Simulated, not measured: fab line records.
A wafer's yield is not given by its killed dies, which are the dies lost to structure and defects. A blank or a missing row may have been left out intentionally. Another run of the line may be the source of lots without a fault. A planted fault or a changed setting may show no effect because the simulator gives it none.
Chamber matching | flow n5 finfet | 4 sister chambers for N5_FIN_CUT_CUT_ETCH_27 on rie diel-04
The step etches SiO2 in CHF3/O2, target depth 4 nm, overetch 2 nm, time 4.9 s. 18 wafers are shown with their chamber, then 9 later ones without.

EACH WAFER AND ITS CHAMBER
wafer  | chamber | drypump motor current A (A) | showerhead plenum p Torr (Torr) | throttle valve pct (%)
L075.3 | 0       | 5.3                         | 2.49                            | 18.61
L075.4 | 1       | 4.7                         | 2.52                            | 18.59
L075.5 | 1       | 4.7                         | 2.52                            | 18.58
L076.3 | 1       | 4.7                         | 2.52                            | 18.58
L076.4 | 3       | 6.8                         | 2.36                            | 18.60
L076.6 | 1       | 4.7                         | 2.52                            | 18.59
L081.2 | 2       | 6.5                         | 2.37                            | 18.86
L081.4 | 3       | 6.7                         | 2.36                            | 18.60
L081.6 | 2       | 6.5                         | 2.37                            | 18.87
L084.3 | 1       | 4.7                         | 2.51                            | 18.61
L084.5 | 2       | 6.5                         | 2.37                            | 18.90
L084.6 | 3       | 6.7                         | 2.35                            | 18.62
L086.1 | 3       | 6.7                         | 2.35                            | 18.63
L086.3 | 1       | 4.7                         | 2.51                            | 18.61
L086.5 | 1       | 4.7                         | 2.51                            | 18.61
L087.3 | 2       | 6.5                         | 2.37                            | 18.87
L087.4 | 0       | 5.4                         | 2.48                            | 18.62
L087.6 | 1       | 4.7                         | 2.51                            | 18.61

SIGNATURES, as means of the wafers listed above
reading                  | chamber 0 | chamber 1 | chamber 2 | chamber 3 | scatter within a chamber
drypump motor current A  | 5.350     | 4.700     | 6.500     | 6.725     | 0.0299
showerhead plenum p Torr | 2.4850    | 2.5150    | 2.3700    | 2.3550    | 0.005
throttle valve pct       | 18.6150   | 18.5975   | 18.8750   | 18.6125   | 0.0146
Rule: a wafer lies at a distance from a chamber equal to the root of the sum of squares, over the readings, of (its reading less the chamber's mean, divided by the reading's scatter). If the next closest chamber is less than 2 further off than the closest, the wafer can't be placed; otherwise it belongs to the closest. How the scatter is found: for the shown wafers, subtract from each reading the mean of its chamber, square and add these, divide the total by (wafers less chambers), then take the root.

WAFERS WHOSE CHAMBER IS MISSING
wafer  | drypump motor current A (A) | showerhead plenum p Torr (Torr) | throttle valve pct (%)
L090.1 | 4.7                         | 2.51                            | 18.63
L090.3 | 5.4                         | 2.48                            | 18.63
L090.5 | 4.7                         | 2.51                            | 18.65
L091.1 | 5.4                         | 2.48                            | 18.64
L091.2 | 6.7                         | 2.35                            | 18.66
L091.3 | 4.7                         | 2.51                            | 18.64
L094.1 | 6.5                         | 2.36                            | 18.44
L094.4 | 6.7                         | 2.35                            | 18.66
L094.6 | 5.4                         | 2.48                            | 18.66

WHICH CHAMBER EACH WENT THROUGH
wafer  | from the rows above | in truth
L090.1 | 1                   | 1
L090.3 | 0                   | 0
L090.5 | 1                   | 1
L091.1 | 0                   | 0
L091.2 | 3                   | 3
L091.3 | 1                   | 1
L094.1 | 3                   | 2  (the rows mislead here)
L094.4 | 3                   | 3
L094.6 | 0                   | 0
Correctly placed: 8 of 9. Not placeable from these rows: 0. Number placed wrongly: 1.
